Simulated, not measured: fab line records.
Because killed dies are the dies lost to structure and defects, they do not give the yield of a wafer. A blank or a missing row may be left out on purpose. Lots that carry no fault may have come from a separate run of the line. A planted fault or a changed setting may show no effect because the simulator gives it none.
Chamber matching || flow n5Finfet || N5_BEOL_M6_CURE_75 on uvCure-01: 3 sister chambers
The step cures SiCOH lowk, time 120 s. 24 wafers are shown with their chamber, then 12 later ones without.

== WAFERS, EACH WITH ITS CHAMBER ==
{"wafer": "L074.1", "chamber": 1, "wafer_temp_C_max": 371.3, "lampPowerPct (%)": 52.31}
{"wafer": "L074.5", "chamber": 1, "wafer_temp_C_max": 371.5, "lampPowerPct (%)": 52.30}
{"wafer": "L074.6", "chamber": 1, "wafer_temp_C_max": 371.8, "lampPowerPct (%)": 52.37}
{"wafer": "L076.4", "chamber": 1, "wafer_temp_C_max": 371.3, "lampPowerPct (%)": 52.31}
{"wafer": "L076.5", "chamber": 1, "wafer_temp_C_max": 371.5, "lampPowerPct (%)": 52.28}
{"wafer": "L076.6", "chamber": 1, "wafer_temp_C_max": 371.3, "lampPowerPct (%)": 52.29}
{"wafer": "L077.1", "chamber": 0, "wafer_temp_C_max": 371.9, "lampPowerPct (%)": 52.27}
{"wafer": "L077.3", "chamber": 0, "wafer_temp_C_max": 371.0, "lampPowerPct (%)": 52.34}
{"wafer": "L077.6", "chamber": 0, "wafer_temp_C_max": 371.9, "lampPowerPct (%)": 52.24}
{"wafer": "L078.4", "chamber": 1, "wafer_temp_C_max": 371.1, "lampPowerPct (%)": 52.28}
{"wafer": "L078.5", "chamber": 1, "wafer_temp_C_max": 372.2, "lampPowerPct (%)": 52.30}
{"wafer": "L078.6", "chamber": 1, "wafer_temp_C_max": 371.2, "lampPowerPct (%)": 52.33}
{"wafer": "L084.1", "chamber": 2, "wafer_temp_C_max": 371.5, "lampPowerPct (%)": 52.33}
{"wafer": "L084.4", "chamber": 2, "wafer_temp_C_max": 371.3, "lampPowerPct (%)": 52.26}
{"wafer": "L084.6", "chamber": 2, "wafer_temp_C_max": 370.9, "lampPowerPct (%)": 52.24}
{"wafer": "L086.1", "chamber": 0, "wafer_temp_C_max": 371.3, "lampPowerPct (%)": 52.25}
{"wafer": "L086.2", "chamber": 0, "wafer_temp_C_max": 371.4, "lampPowerPct (%)": 52.38}
{"wafer": "L086.3", "chamber": 0, "wafer_temp_C_max": 371.8, "lampPowerPct (%)": 52.37}
{"wafer": "L087.1", "chamber": 2, "wafer_temp_C_max": 371.0, "lampPowerPct (%)": 52.32}
{"wafer": "L087.2", "chamber": 2, "wafer_temp_C_max": 371.5, "lampPowerPct (%)": 52.29}
{"wafer": "L087.4", "chamber": 2, "wafer_temp_C_max": 371.1, "lampPowerPct (%)": 52.33}
{"wafer": "L091.2", "chamber": 0, "wafer_temp_C_max": 371.3, "lampPowerPct (%)": 52.39}
{"wafer": "L091.3", "chamber": 0, "wafer_temp_C_max": 371.5, "lampPowerPct (%)": 52.33}
{"wafer": "L091.4", "chamber": 0, "wafer_temp_C_max": 371.4, "lampPowerPct (%)": 52.24}

SIGNATURES, as means of the wafers listed above
{"reading": "wafer_temp_C_max", "chamber 0": 371.500, "chamber 1": 371.467, "chamber 2": 371.217, "scatter within a chamber": 0.311}
{"reading": "lampPowerPct", "chamber 0": 52.3122, "chamber 1": 52.3078, "chamber 2": 52.2950, "scatter within a chamber": 0.0462}
Rule: a wafer's distance from a chamber is the root of the sum, over the readings, of the square of ((its reading less the chamber's mean) divided by the reading's scatter). The wafer belongs to the nearest chamber; if the next one is less than 2 further off, it can't be placed. The scatter is the square root of a quotient: the sum, over the shown wafers, of each reading's squared deviation from its chamber's mean, divided by wafers minus chambers.

== WAFERS MISSING THEIR CHAMBER ==
{"wafer": "L089.2", "wafer_temp_C_max": 371.3, "lampPowerPct (%)": 52.25}
{"wafer": "L089.3", "wafer_temp_C_max": 371.3, "lampPowerPct (%)": 52.22}
{"wafer": "L089.6", "wafer_temp_C_max": 371.6, "lampPowerPct (%)": 52.23}
{"wafer": "L093.1", "wafer_temp_C_max": 370.8, "lampPowerPct (%)": 52.23}
{"wafer": "L093.5", "wafer_temp_C_max": 371.1, "lampPowerPct (%)": 52.40}
{"wafer": "L093.6", "wafer_temp_C_max": 371.4, "lampPowerPct (%)": 52.32}
{"wafer": "L096.1", "wafer_temp_C_max": 371.6, "lampPowerPct (%)": 52.33}
{"wafer": "L096.3", "wafer_temp_C_max": 370.9, "lampPowerPct (%)": 52.20}
{"wafer": "L096.5", "wafer_temp_C_max": 371.5, "lampPowerPct (%)": 52.33}
{"wafer": "L094.2", "wafer_temp_C_max": 371.5, "lampPowerPct (%)": 52.50}
{"wafer": "L094.3", "wafer_temp_C_max": 371.3, "lampPowerPct (%)": 52.30}
{"wafer": "L094.5", "wafer_temp_C_max": 371.2, "lampPowerPct (%)": 52.32}

== CHAMBER TAKEN BY EACH ==
{"wafer": "L089.2", "from the rows above": "can't be placed: 2 or 1 or 0", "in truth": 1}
{"wafer": "L089.3", "from the rows above": "can't be placed: 2 or 1 or 0", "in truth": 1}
{"wafer": "L089.6", "from the rows above": "can't be placed: 1 or 0 or 2", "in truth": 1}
{"wafer": "L093.1", "from the rows above": "can't be placed: 2 or 1 or 0", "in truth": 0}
{"wafer": "L093.5", "from the rows above": "can't be placed: 0 or 2 or 1", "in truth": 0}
{"wafer": "L093.6", "from the rows above": "can't be placed: 1 or 0 or 2", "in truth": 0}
{"wafer": "L096.1", "from the rows above": "can't be placed: 0 or 1 or 2", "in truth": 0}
{"wafer": "L096.3", "from the rows above": "can't be placed: 2 or 1 or 0", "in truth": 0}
{"wafer": "L096.5", "from the rows above": "can't be placed: 0 or 1 or 2", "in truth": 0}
{"wafer": "L094.2", "from the rows above": "can't be placed: 0 or 1 or 2", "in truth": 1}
{"wafer": "L094.3", "from the rows above": "can't be placed: 2 or 1 or 0", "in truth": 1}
{"wafer": "L094.5", "from the rows above": "can't be placed: 2 or 1 or 0", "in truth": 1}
0 of 12 placed correctly. From these rows, 12 cannot be placed; in 12 the true chamber is one of the candidates. Placed wrongly: 0.
